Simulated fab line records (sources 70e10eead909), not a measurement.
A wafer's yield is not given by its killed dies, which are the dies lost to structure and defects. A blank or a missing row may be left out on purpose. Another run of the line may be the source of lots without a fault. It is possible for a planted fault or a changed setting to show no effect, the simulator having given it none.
What tool caused it? || flow nand harc || 6 lots with 18 wafers sampled at 5 steps, on a route of 1159 steps

WHAT EACH GAUGE READ, for each wafer
NHARC_END_SORT_01.
{"lot": "L166", "measured": "day 23 15:43", "on": "prober-02", "killed at array": "131 105 140"}

TOOL THAT RAN EACH LOT (tool first, then ch and the chambers of the sampled wafers, then the start)
{"lot": "L153", "NHARC_A_CONTACT_ETCH_31": "rie diel-12 ch 0,3, day 17 13:22", "NHARC_HYBRID_BOND_ACTIVATE_00": "rie diel-13 ch 0,1,2, day 18 10:55", "NHARC_THIN_TSV_PVD_19": "pvd sputter-03, day 19 02:21 or earlier", "NHARC_THIN_TSV_CMP_21": "cmp-01 ch 0,2,3, day 19 02:21"}
{"lot": "L155", "NHARC_A_CONTACT_ETCH_31": "rie diel-05 ch 0,2, day 18 04:12", "NHARC_HYBRID_BOND_ACTIVATE_00": "rie diel-13 ch 2,3, day 19 01:39", "NHARC_THIN_TSV_PVD_19": "pvd sputter-02, day 19 20:32 or earlier", "NHARC_THIN_TSV_CMP_21": "cmp-04 ch 0,1,2, day 19 20:32"}
{"lot": "L159", "NHARC_A_CONTACT_ETCH_31": "rie diel-05 ch 0,1,2, day 19 05:25", "NHARC_HYBRID_BOND_ACTIVATE_00": "rie diel-02 ch 1,2, day 20 01:51", "NHARC_THIN_TSV_PVD_19": "pvd sputter-03, day 20 19:17 or earlier", "NHARC_THIN_TSV_CMP_21": "cmp-03 ch 2,3, day 20 19:17"}
{"lot": "L158", "NHARC_A_CONTACT_ETCH_31": "rie diel-05 ch 0,2, day 19 13:54", "NHARC_HYBRID_BOND_ACTIVATE_00": "rie diel-13 ch 1,3, day 20 16:58", "NHARC_THIN_TSV_PVD_19": "pvd sputter-03, day 21 09:56 or earlier", "NHARC_THIN_TSV_CMP_21": "cmp-01 ch 1,2,3, day 21 09:56"}
{"lot": "L166", "NHARC_A_CONTACT_ETCH_31": "rie diel-05 ch 0,2, day 20 21:02", "NHARC_HYBRID_BOND_ACTIVATE_00": "rie diel-13 ch 0,3, day 22 06:08", "NHARC_THIN_TSV_PVD_19": "pvd sputter-02, day 23 00:38 or earlier", "NHARC_THIN_TSV_CMP_21": "cmp-03 ch 0,2, day 23 00:38"}
{"lot": "L171", "NHARC_A_CONTACT_ETCH_31": "rie diel-12 ch 0,1,3, day 22 01:20", "NHARC_HYBRID_BOND_ACTIVATE_00": "rie diel-13 ch 0,2, day 23 04:57", "NHARC_THIN_TSV_PVD_19": "pvd sputter-02, day 23 23:07 or earlier", "NHARC_THIN_TSV_CMP_21": "cmp-01 ch 0,2,3, day 23 23:07"}
- NHARC_A_CONTACT_ETCH_31: etches the open film in O2/COS, target depth 2000 nm, time 520 s.
- NHARC_HYBRID_BOND_ACTIVATE_00: chemistry N2, time 60 s.
- NHARC_THIN_TSV_PVD_19: deposits TaN, target thk 20 nm.
- NHARC_THIN_TSV_CMP_21: polishes, t overpolish 30 s, target thk 2000 nm.

THE ANSWER, worked out from the rows above alone
Rule: the lots themselves supply what counts as usual. The widest of any qualifying gaps counts: lots, ordered by their means at a reading, are off when they make up no more than a third of the lots, leave a main group of 4 or more, and stand apart from it by 3 or more times the standard deviation of that group's means. Not used: any main group whose means are identical at the precision the tables above print for the reading. Also off: a lot with no number at a reading for which 4 or more lots have one. Any other lot the step has rows for is counted as sound.
None of the lots is off at any reading shown; this tells nothing.

WHAT THE SIMULATOR HAD INSERTED
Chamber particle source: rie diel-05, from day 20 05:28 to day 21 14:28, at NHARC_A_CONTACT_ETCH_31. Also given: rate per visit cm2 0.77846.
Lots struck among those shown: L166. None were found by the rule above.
